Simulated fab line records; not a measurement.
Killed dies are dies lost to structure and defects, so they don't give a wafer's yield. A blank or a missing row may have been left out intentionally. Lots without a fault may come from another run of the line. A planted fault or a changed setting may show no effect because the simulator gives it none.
What tool caused it? ; flow n5_finfet ; route of 1938 steps, sampled at 1 step: 12 lots, 36 wafers

## WHAT THE GAUGES SHOWED, per wafer
N5_BEOL_M5_INSPECT_58: inspects for defects (darkfield).
lot;measured;on;raw_defect_count
L075;day 8 12:17;defect_inspect-01;75 81 69
L077;day 8 19:25;defect_inspect-01;55 49 76
L080;day 9 12:48;defect_inspect-01;55 46 81
L081;day 9 17:19;defect_inspect-01;36 42 61
L083;day 10 18:11;defect_inspect-01;129 145 60
L086;day 10 23:32;defect_inspect-01;67 55 72
L087;day 11 13:10;defect_inspect-02;123 99 85
L088;day 12 01:46;defect_inspect-02;81 111 55
L091;day 12 07:05;defect_inspect-02;105 115 122
L092;day 13 06:52;defect_inspect-01;56 60 68
L095;day 14 02:26;defect_inspect-02;114 52 65
L097;day 14 16:13;defect_inspect-01;44 71 54

## TOOL THAT RAN EACH LOT (tool first, then ch and the chambers of the sampled wafers, then the start)
Record: no process step prior to these readings.

## THE ANSWER, worked out from the rows above alone
Rule: the usual values come from the lots themselves. Put in order of their means at a reading, lots are off if they are a third of the lots or fewer, leave a main group of 4 or more, and stand apart from it by a gap of 3 or more times the standard deviation of the main group's means; of several such gaps the widest counts. A main group is skipped when, at the precision printed for the reading in the tables above, its means are all equal. Also off: a lot with no number at a reading for which 4 or more lots have one. Where the step has rows for the other lots, those lots are counted as sound.
No lot is off at any reading shown: from this, nothing can be told.

## WHAT THE SIMULATOR HAD PUT IN
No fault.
